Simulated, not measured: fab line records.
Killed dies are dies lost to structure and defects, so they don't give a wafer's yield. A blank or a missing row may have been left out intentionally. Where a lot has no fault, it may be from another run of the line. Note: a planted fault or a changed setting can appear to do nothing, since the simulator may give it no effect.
A lot that was struck, set against a sound lot    flow nandHarc    28 out of 1302 route steps
Sound: these wafers, L160.3, L160.5, L160.6. Struck: wafers L167.1, L167.4. (L167.3 of the same lot was not struck and is left out.) The cause comes at the end.
At each step with rows: each side's tool, then ch and its chambers, then its first start. Under that, the readings that differ: sound wafers    struck wafers    difference of the means    sigmas: that difference in standard deviations of wafers without a fault.
alike: readings with means less than 2 such deviations apart, plus words and numbers identical on both sides. not compared: withheld readings, readings lacking a value on some wafer, bounds such as >300 that could conceal the same value, and numbers that have no deviation in the record and whose values overlap.
Wherever a step has rows on one side only, a row that says differs or no value, or a row with sigmas, the two part there. Non-overlapping numbers with no deviation appear without sigmas and do not part them. A reading that every wafer of one side lacks parts them only if that side has two wafers or more.

NHARC_A_CHANNEL_HOLE_D1_INSPECT_12:
  sound on defectInspect-02, day 12 09:28; struck on defectInspect-01, day 15 09:22
  alike: rawDefectCount
then, 2 steps without rows for these wafers: NHARC_A_CHANNEL_HOLE_D1_DESCUM_15 (chemistry O2, time 3 s); NHARC_A_CHANNEL_HOLE_D1_ETCH_38 (etches the open film in CF4, target depth 39 nm, time 65 s).
NHARC_A_CHANNEL_HOLE_D1_ETCH_39: etches the open film in N2/H2, target depth 260 nm, time 325 s.
  sound on rieDiel-08 ch 1,2; struck on rieDiel-08 ch 1,3
  alike: drypumpMotorCurrentA, n2FlowSccm, oesProductAu, rfVppV, showerheadPlenumPTorr, throttleValvePct
  not compared: rfHoursCounterH
then, 1 step without rows for these wafers: NHARC_A_CHANNEL_HOLE_D1_ETCH_34 (etches the open film in CF4/CHF3, target depth 154 nm, time 77 s).
NHARC_A_CHANNEL_HOLE_D1_ETCH_16: etches the open film in O2/COS, target depth 3100 nm, time 806 s.
  sound on rieDiel-08 ch 0,2,3; struck on rieDiel-08 ch 0,2
  alike: drypumpMotorCurrentA, oesProductAu, rfVppV, showerheadPlenumPTorr, throttleValvePct
  not compared: rfHoursCounterH
NHARC_A_CHANNEL_HOLE_D1_CD_MEAS_18:
  sound on cdSem-03, day 12 10:38; struck on cdSem-02, day 15 10:32
  alike: cdNm
then, 1 step without rows for these wafers: NHARC_A_CHANNEL_HOLE_D1_ETCH_19 (etches the open film in C4F8/O2/Ar, time 34.5 s).
NHARC_A_CHANNEL_HOLE_D1_ETCH_20: etches the open film in C4F8/O2/Ar, time 361.9 s, target depth 1600 nm.
  sound on harEtch-01 ch 0,1, day 12 14:40; struck on harEtch-01 ch 1, day 15 12:43
  alike: drypumpMotorCurrentA, showerheadPlenumPTorr, throttleValvePct
  not compared: rfHoursCounterH
NHARC_A_CHANNEL_HOLE_D1_ETCH_21: etches the open film in C4F8/O2/Ar, time 514.3 s, target depth 1600 nm.
  sound on harEtch-01 ch 0,1, day 12 15:01; struck on harEtch-01 ch 1, day 15 13:03
  alike: drypumpMotorCurrentA, showerheadPlenumPTorr, throttleValvePct
  not compared: rfHoursCounterH
NHARC_A_CHANNEL_HOLE_D1_ETCH_22: etches the open film in C4F8/O2/Ar, time 666.7 s, target depth 1600 nm.
  sound on harEtch-01 ch 0,1, day 12 15:31; struck on harEtch-01 ch 1, day 15 13:31
  alike: drypumpMotorCurrentA, showerheadPlenumPTorr, throttleValvePct
  not compared: rfHoursCounterH
then, 1 step without rows for these wafers: NHARC_A_CHANNEL_HOLE_D1_ETCH_23 (etches the open film in C4F8/O2/Ar, time 819 s, target depth 1600 nm).
NHARC_A_CHANNEL_HOLE_D1_ETCH_24: etches the open film in C4F8/O2/Ar, time 906.2 s, target depth 1500 nm.
  sound on harEtch-01 ch 0,1, day 12 16:51; struck on harEtch-01 ch 1, day 15 14:49
  alike: drypumpMotorCurrentA, showerheadPlenumPTorr, throttleValvePct
  not compared: rfHoursCounterH
then, 10 steps without rows for these wafers: NHARC_A_CHANNEL_HOLE_D1_ETCH_25 (etches the open film in C4F8/O2/Ar, time 1040.2 s, target depth 1500 nm); NHARC_A_CHANNEL_HOLE_D1_ETCH_26 (etches the open film in C4F8/O2/Ar, time 224.1 s, target depth 300 nm); NHARC_A_CHANNEL_HOLE_D1_ETCH_33 (etches the open film in C4F8/O2/Ar, time 90 s, target depth 400 nm); NHARC_A_CHANNEL_HOLE_D1_STRIP_41 (strips in N2/H2); NHARC_A_CHANNEL_HOLE_D1_STRIP_42 (strips in CF4/CHF3); NHARC_A_CHANNEL_HOLE_D1_STRIP_43 (strips in O2/COS); NHARC_A_CHANNEL_HOLE_D1_ETCH_44 (etches the open film in CF4/O2, target depth 140 nm, overetch 14 nm, time 77 s); NHARC_A_CHANNEL_HOLE_D1_STRIP_27 (strips in O2); NHARC_A_CHANNEL_HOLE_D1_PRECLEAN_28 (cleans in SC1); NHARC_A_CHANNEL_HOLE_D1_SRD_29.
NHARC_A_CHANNEL_HOLE_D1_CD_MEAS_30:
  sound on cdSem-01, day 12 20:10; struck on cdSem-01, day 15 18:05
  alike: cdNm
after that, 1 step had no rows for these wafers: NHARC_A_CHANNEL_HOLE_D1_XSEM_31.
NHARC_A_CHANNEL_HOLE_D1_INSPECT_40:
  sound on defectInspect-02, day 12 20:20; struck on defectInspect-02, day 15 18:16
reading         sound     struck     difference  sigmas
rawDefectCount  47 50 47  1157 1184  +1122       +49
then, 1 step without rows for these wafers: NHARC_A_CHANNEL_FILL_D1_PRECLEAN_00 (cleans in SC1).
-- break in the record here, with 16 days between the starts of the struck wafers on either side (left off in module A_CHANNEL_FILL_D1, picked up again in module END, where the first step shown is number 1302 on the route) --
NHARC_END_SORT_01:
  only the struck wafers appear in the record here, on prober-02 ch 0 at day 31 14:29; the sound ones have no rows

WHERE THEY PART
At NHARC_A_CHANNEL_HOLE_D1_INSPECT_40 first; at NHARC_END_SORT_01 last (within this record only).

WHY: what had been put in by the simulator
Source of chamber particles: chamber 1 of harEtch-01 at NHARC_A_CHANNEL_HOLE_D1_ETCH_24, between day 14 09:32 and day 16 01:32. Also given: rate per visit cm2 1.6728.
